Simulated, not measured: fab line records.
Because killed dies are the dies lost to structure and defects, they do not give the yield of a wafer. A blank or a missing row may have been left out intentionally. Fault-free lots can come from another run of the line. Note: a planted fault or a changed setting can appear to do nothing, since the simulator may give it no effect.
Split-lot trial	flow n5-finfet	21 wafers read across 7 lots, on a route 1938 steps long

== THE SPLIT ==
At N5_BEOL_M5_COAT_74 (time 60 s, resist thk 5 nm), the setting spin-rpm was moved away from the recipe's 1500 rpm on 9 of the 21 wafers read, by -5.6% to +9.6%. All remaining wafers had this setting at the recipe value.

== FROM THE SPLIT TO THE READING: what the file shows between them, 3 steps ==
- N5_BEOL_M5_COAT_22: resist thk 30 nm
- N5_BEOL_M5_EBR_24
- N5_BEOL_M5_DESCUM_33: chemistry O2, time 7 s

== THE READING ==
etch.depth-nm (the simulator's own value, which no gauge read), in nm, at N5_BEOL_M5_ETCH_75 (etches underlayer in N2/H2, target depth 6.5 nm, time 5.2 s). The file gives no usual value for it. Average 4.989 nm, standard deviation 0.011 nm, over the 12 wafers here run with the recipe.

wafer	tool, chamber at the split	spin-rpm as run, rpm	against the recipe	etch.depth-nm, nm	against lot-mates on the recipe
L080.2	litho-track-01, 0	1547	+3.1%	4.95	-0.062
L080.3	litho-track-01, 0	1547	+3.1%	4.931	-0.081
L080.4	litho-track-01, 0	1500	recipe	5.012	-
L085.3	litho-track-03, 0	1602	+6.8%	4.828	-0.167
L085.5	litho-track-03, 0	1500	recipe	4.999	-
L085.6	litho-track-03, 0	1500	recipe	4.992	-
L088.2	litho-track-01, 0	1573	+4.9%	4.873	-0.093
L088.3	litho-track-01, 0	1573	+4.9%	4.848	-0.118
L088.5	litho-track-01, 0	1500	recipe	4.966	-
L089.3	litho-track-03, 0	1416	-5.6%	5.142	+0.158
L089.4	litho-track-03, 0	1500	recipe	4.984	-
L089.6	litho-track-03, 0	1416	-5.6%	5.141	+0.157
L090.1	litho-track-02, 0	1644	+9.6%	4.779	-0.221
L090.4	litho-track-02, 0	1644	+9.6%	4.78	-0.220
L090.5	litho-track-02, 0	1500	recipe	5	-
L091.2	litho-track-01, 0	1500	recipe	4.986	-
L091.5	litho-track-01, 0	1500	recipe	4.994	-
L091.6	litho-track-01, 0	1500	recipe	4.989	-
L095.1	litho-track-03, 0	1500	recipe	4.981	-
L095.2	litho-track-03, 0	1500	recipe	4.988	-
L095.4	litho-track-03, 0	1500	recipe	4.976	-

THE FIT
A straight line over all 21 wafers: etch.depth-nm changes by -0.0237 nm for each +1% of spin-rpm; r = -0.99; the points scatter about the line by 0.016 nm.
The same after taking each lot's own level away (the mean of its wafers on the recipe; 21 wafers): -0.0243 nm for each +1%; r = -1.00; scatter 0.0096 nm.
That fit puts the effect of the largest move of spin-rpm on the reading at 0.23 nm.
From 4.9660 to 5.0120 nm: that is the span of the lots' own levels, equal to 4.0 times the standard deviation above.
The two slopes are in agreement: the lot-to-lot level therefore moves the slope only a little.
Check: -0.231 nm against its lot-mates is what the line predicts for one of the wafers moved furthest among these (+9.6%) when that wafer is left out of the fit. It came out at -0.221 nm against them.

== OTHER SPLITS APPLIED TO THESE WAFERS ==
These wafers also went through other splits before the reading. Each is held against what the fit with the lots' levels taken away leaves over:
other split on the same wafers	wafers away from the commonest value	r with etch.depth-nm (lot level and that fit taken away)
N5_BEOL_M4_TRENCH_ETCH_37 bias-w	10	-0.02
N5_BEOL_M5_ILD_DEP_00 time-s	5	-0.44
N5_BEOL_M5_COAT_71 spin-rpm	7	-0.22
N5_BEOL_M5_COAT_65 spin-rpm	4	-0.52

== THE FILE'S OWN FIT ==
etch.depth-nm changes by -0.024 nm for each +1% of spin-rpm, r = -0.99.
